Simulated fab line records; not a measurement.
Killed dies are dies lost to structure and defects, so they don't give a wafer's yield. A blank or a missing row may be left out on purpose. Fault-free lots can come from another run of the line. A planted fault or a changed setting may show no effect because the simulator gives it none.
What tool caused it? + flow n5 finfet + Sampling: 10 lots, 29 wafers, 5 of 1938 route steps

== WHAT EACH GAUGE READ, for each wafer ==
N5_BEOL_M4_RC_MEAS_101.
| lot  | measured     | on        | DIBL_N (mV/V)  |
|------|--------------|-----------|----------------|
| L723 | day 7 13:15  | prober-01 | 38.7 35.2 33.1 |
| L724 | day 8 08:13  | prober-02 | 35.9 35.8 38.7 |
| L725 | day 8 05:15  | prober-01 | 40.3 39.0 38.0 |
| L727 | day 8 22:30  | prober-01 | 37.9 33.1 34.5 |
| L728 | day 9 03:58  | prober-01 | 36.8 39.4 35.4 |
| L729 | day 9 09:02  | prober-01 | 36.1 37.2 36.5 |
| L736 | day 11 04:23 | prober-01 | 39.9 40.1      |
| L737 | day 11 11:25 | prober-02 | 40.2 36.4 40.9 |
| L740 | day 11 20:03 | prober-02 | 34.8 32.5 34.2 |
| L743 | day 12 21:37 | prober-01 | 37.9 34.5 35.7 |

== TOOL THAT RAN EACH LOT (tool first, then ch and the chambers of the sampled wafers, then the start) ==
| lot  | N5_HKMG_FIN_STRIP_19                | N5_HKMG_FIN_ETCHBACK_68          | N5_HKMG_FIN_ALD_72           | N5_HKMG_FIN_CMP_94           |
|------|-------------------------------------|----------------------------------|------------------------------|------------------------------|
| L723 | plasma asher-02 ch 0,1, day 4 06:09 | rie metal-03 ch 0,1, day 4 08:13 | cvd w-02 ch 0,1, day 4 09:05 | cmp-04 ch 1,2,3, day 4 09:44 |
| L724 | plasma asher-01 ch 0,1, day 4 15:19 | rie metal-02 ch 0,1, day 4 17:21 | cvd w-02 ch 0,1, day 4 18:13 | cmp-01 ch 0,1,3, day 4 18:50 |
| L725 | plasma asher-01 ch 0,1, day 4 16:05 | rie metal-02 ch 0,1, day 4 18:19 | cvd w-01 ch 0,1, day 4 19:11 | cmp-01 ch 0,2,3, day 4 19:52 |
| L727 | plasma asher-02 ch 0,1, day 5 03:41 | rie metal-01 ch 0,1, day 5 05:45 | cvd w-01 ch 0,1, day 5 06:38 | cmp-01 ch 0,3, day 5 07:17   |
| L728 | plasma asher-02 ch 0,1, day 5 08:46 | rie metal-01 ch 0,1, day 5 10:56 | cvd w-02 ch 0,1, day 5 11:52 | cmp-01 ch 1,3, day 5 12:31   |
| L729 | plasma asher-02 ch 0,1, day 5 20:22 | rie metal-02 ch 0,1, day 5 22:40 | cvd w-01 ch 0,1, day 5 23:34 | cmp-01 ch 0,1,2, day 6 00:13 |
| L736 | plasma asher-01 ch 0,1, day 7 12:28 | rie metal-02 ch 0, day 7 14:29   | cvd w-02 ch 0, day 7 15:22   | cmp-02 ch 0,2, day 7 16:01   |
| L737 | plasma asher-02 ch 0,1, day 7 18:08 | rie metal-03 ch 0,1, day 7 20:11 | cvd w-02 ch 0,1, day 7 21:04 | cmp-01 ch 0,3, day 7 21:46   |
| L740 | plasma asher-02 ch 0,1, day 8 09:00 | rie metal-02 ch 0, day 8 11:04   | cvd w-01 ch 0,1, day 8 12:02 | cmp-04 ch 0,1,2, day 8 12:41 |
| L743 | plasma asher-02 ch 0,1, day 9 08:28 | rie metal-03 ch 0,1, day 9 10:50 | cvd w-01 ch 1, day 9 11:47   | cmp-04 ch 1,3, day 9 12:28   |
- N5_HKMG_FIN_STRIP_19: strips in N2/H2, time 360 s.
- N5_HKMG_FIN_ETCHBACK_68: etches the open film in Cl2/Ar, stops on HfO2, target depth 0.5 nm.
- N5_HKMG_FIN_ALD_72: deposits W, target thk 2 nm, pulse time 1 s, purge time 2 s.
- N5_HKMG_FIN_CMP_94: polishes, stops on SiNx, t overpolish 4.7 s, target thk 43.299 nm.

== THE ANSWER, worked out from the rows above alone ==
Rule: what is usual is taken from the lots themselves. The widest of any qualifying gaps counts: lots, ordered by their means at a reading, are off when they make up no more than a third of the lots, leave a main group of 4 or more, and stand apart from it by 3 or more times the standard deviation of that group's means. A main group is skipped when, at the precision printed for the reading in the tables above, its means are all equal. Also off: a lot with no number at a reading for which 4 or more lots have one. Where the step has rows for the other lots, those lots are counted as sound.
Nothing can be told from this: no lot is off at any reading shown.

== WHAT THE SIMULATOR HAD INSERTED ==
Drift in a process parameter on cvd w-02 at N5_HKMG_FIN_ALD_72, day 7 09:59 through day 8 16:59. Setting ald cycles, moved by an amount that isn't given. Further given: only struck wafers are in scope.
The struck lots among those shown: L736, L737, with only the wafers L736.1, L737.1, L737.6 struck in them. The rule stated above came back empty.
